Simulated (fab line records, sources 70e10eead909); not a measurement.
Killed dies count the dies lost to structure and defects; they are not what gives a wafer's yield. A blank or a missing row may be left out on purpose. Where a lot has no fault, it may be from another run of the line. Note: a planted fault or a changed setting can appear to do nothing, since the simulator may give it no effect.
Chamber matching | flow nand harc | NHARC_A_SLIT_DEP_25 on pecvd-01: 3 sister chambers
The step deposits SiO2, target thk 200 nm. 20 wafers are shown with their chamber, then 10 later ones without.

## WAFERS PAIRED WITH THEIR CHAMBERS
wafer  | chamber | heater power w (W) | throttle valve pct (%) | chamber pressure Torr (Torr)
L074.2 | 1       | 369                | 16.3                   | 6.485
L074.4 | 0       | 688                | 15.5                   | 6.494
L074.6 | 1       | 377                | 16.1                   | 6.499
L075.2 | 0       | 727                | 15.6                   | 6.501
L075.4 | 2       | 574                | 16.0                   | 6.495
L075.6 | 1       | 423                | 16.0                   | 6.507
L077.1 | 2       | 580                | 15.7                   | 6.520
L077.3 | 1       | 345                | 16.1                   | 6.496
L077.4 | 1       | 359                | 16.1                   | 6.504
L079.2 | 2       | 610                | 15.5                   | 6.516
L079.5 | 2       | 616                | 15.6                   | 6.492
L079.6 | 1       | 403                | 16.1                   | 6.485
L083.2 | 1       | 439                | 16.3                   | 6.517
L083.4 | 0       | 587                | 15.8                   | 6.505
L083.5 | 2       | 583                | 15.9                   | 6.520
L085.1 | 2       | 630                | 15.5                   | 6.499
L085.2 | 1       | 470                | 16.2                   | 6.503
L085.6 | 2       | 650                | 15.7                   | 6.513
L090.1 | 1       | 410                | 16.0                   | 6.483
L090.4 | 2       | 690                | 16.1                   | 6.501

SIGNATURES, as means of the wafers listed above
reading               | chamber 0 | chamber 1 | chamber 2 | scatter within a chamber
heater power w        | 667.33    | 399.44    | 616.62    | 45.2
throttle valve pct    | 15.633    | 16.133    | 15.750    | 0.173
chamber pressure Torr | 6.50000   | 6.49767   | 6.50700   | 0.011
Rule: a wafer lies at a distance from a chamber equal to the root of the sum of squares, over the readings, of (its reading less the chamber's mean, divided by the reading's scatter). The wafer belongs to the nearest chamber; if the next one is less than 2 further off, it can't be placed. How the scatter is found: for the shown wafers, subtract from each reading the mean of its chamber, square and add these, divide the total by (wafers less chambers), then take the root.

## WAFERS WITH NO CHAMBER GIVEN
wafer  | heater power w (W) | throttle valve pct (%) | chamber pressure Torr (Torr)
L090.6 | 426                | 16.2                   | 6.512
L092.1 | 747                | 15.8                   | 6.497
L092.3 | 467                | 16.3                   | 6.493
L092.5 | 719                | 16.1                   | 6.494
L094.3 | 644                | 15.9                   | 6.504
L094.5 | 719                | 15.8                   | 6.489
L094.6 | 430                | 16.1                   | 6.504
L096.2 | 726                | 15.7                   | 6.509
L096.5 | 601                | 16.0                   | 6.508
L096.6 | 402                | 16.1                   | 6.505

## WHICH CHAMBER EACH ONE RAN IN
wafer  | from the rows above     | in truth
L090.6 | 1                       | 1
L092.1 | can't be placed: 0 or 2 | 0
L092.3 | 1                       | 1
L092.5 | can't be placed: 0 or 2 | 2
L094.3 | can't be placed: 2 or 0 | 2
L094.5 | can't be placed: 0 or 2 | 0
L094.6 | 1                       | 1
L096.2 | can't be placed: 0 or 2 | 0
L096.5 | can't be placed: 2 or 0 | 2
L096.6 | 1                       | 1
Correctly placed: 4 of 10. Unplaceable from these rows: 6, with the true chamber sitting among the candidates in 6. Placed wrongly: 0.
